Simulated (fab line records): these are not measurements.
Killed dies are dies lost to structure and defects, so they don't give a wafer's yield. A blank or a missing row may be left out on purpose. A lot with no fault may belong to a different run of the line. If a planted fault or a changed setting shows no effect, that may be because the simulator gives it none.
Matching of chambers -- flow nand-harc -- 4 sister chambers for NHARC_P_STI_ETCH_42 on rie-diel-04
The step etches the open film in N2/H2, target depth 80 nm, overetch 24 nm, time 61 s. 4 wafers are shown with their chamber, then 8 later ones without.

## WAFERS PAIRED WITH THEIR CHAMBERS
wafer,chamber,rf-vpp-V (V)
L077.1,3,432.6
L081.2,0,430.0
L081.4,2,433.4
L085.2,1,429.7

## WAFERS WITHOUT THEIR CHAMBER
wafer,rf-vpp-V (V)
L085.3,428.4
L085.6,432.6
L086.2,432.9
L086.3,434.9
L086.4,429.2
L091.4,429.4
L091.5,428.7
L091.6,430.2

## EACH ONE'S CHAMBER
wafer,from the rows above,in truth
L085.3,can't be placed: 1 or 0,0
L085.6,can't be placed: 3 or 2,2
L086.2,can't be placed: 3 or 2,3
L086.3,can't be placed: 2 or 3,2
L086.4,can't be placed: 1 or 0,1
L091.4,can't be placed: 1 or 0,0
L091.5,can't be placed: 1 or 0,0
L091.6,can't be placed: 0 or 1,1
Correctly placed: 0 of 8. Not placeable from these rows: 8 (in 8, the candidates include the true chamber). 0 placed wrongly.
How it was worked out, from the rows above alone: a wafer's distance from a chamber is the root of the sum, over the readings, of the square of ((its reading less the chamber's mean) divided by the reading's scatter). If the next closest chamber is less than 2 further off than the closest, the wafer can't be placed; otherwise it belongs to the closest. For every chamber, the mean is computed from those of its wafers that are shown. The scatter: with one shown wafer a chamber, the root of the mean of the squares of how far each hidden wafer lies from its nearest shown one.
